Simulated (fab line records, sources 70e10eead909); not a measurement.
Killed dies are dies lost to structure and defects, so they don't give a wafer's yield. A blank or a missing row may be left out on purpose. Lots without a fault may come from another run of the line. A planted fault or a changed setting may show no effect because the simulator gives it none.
Chamber matching | flow nand_harc | NHARC_A_BONDPAD_CMP_29 on cmp-04: 4 sister chambers
The step polishes SiCN, target thk 200 nm. 8 wafers are shown with their chamber, then 9 later ones without.

WAFERS WITH THEIR CHAMBER
wafer  | chamber | motor_current_A (A)
L081.4 | 0       | 10.5
L087.2 | 3       | 10.9
L087.4 | 1       | 11.9
L087.5 | 0       | 10.4
L090.1 | 3       | 11.1
L093.3 | 1       | 11.4
L093.4 | 2       | 11.8
L093.5 | 2       | 11.6

WAFERS WITHOUT THEIR CHAMBER
wafer  | motor_current_A (A)
L093.1 | 10.9
L093.2 | 10.5
L093.6 | 11.3
L089.1 | 11.6
L089.2 | 10.9
L089.5 | 11.7
L095.1 | 11.3
L095.3 | 11.0
L095.6 | 11.0

WHICH CHAMBER EACH WENT THROUGH
wafer  | from the rows above          | in truth
L093.1 | can't be placed: 3 or 0      | 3
L093.2 | 0                            | 0
L093.6 | can't be placed: 3 or 1 or 2 | 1
L089.1 | can't be placed: 1 or 2      | 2
L089.2 | can't be placed: 3 or 0      | 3
L089.5 | can't be placed: 2 or 1      | 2
L095.1 | can't be placed: 3 or 1 or 2 | 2
L095.3 | 3                            | 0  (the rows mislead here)
L095.6 | 3                            | 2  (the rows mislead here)
Placed correctly: 1 of 9. Can't be placed from these rows: 6 (the true chamber is among the candidates in 6). Placed wrongly: 2.
How it was worked out, from the rows above alone: a wafer's distance from a chamber is the root of the sum, over the readings, of the square of ((its reading less the chamber's mean) divided by the reading's scatter). The wafer belongs to the nearest chamber; if the next one is less than 2 further off, it can't be placed. A chamber's mean is the mean of its shown wafers. The scatter: the root of (the sum of the squares of (reading less its chamber's mean) over the shown wafers, divided by (wafers less chambers)).
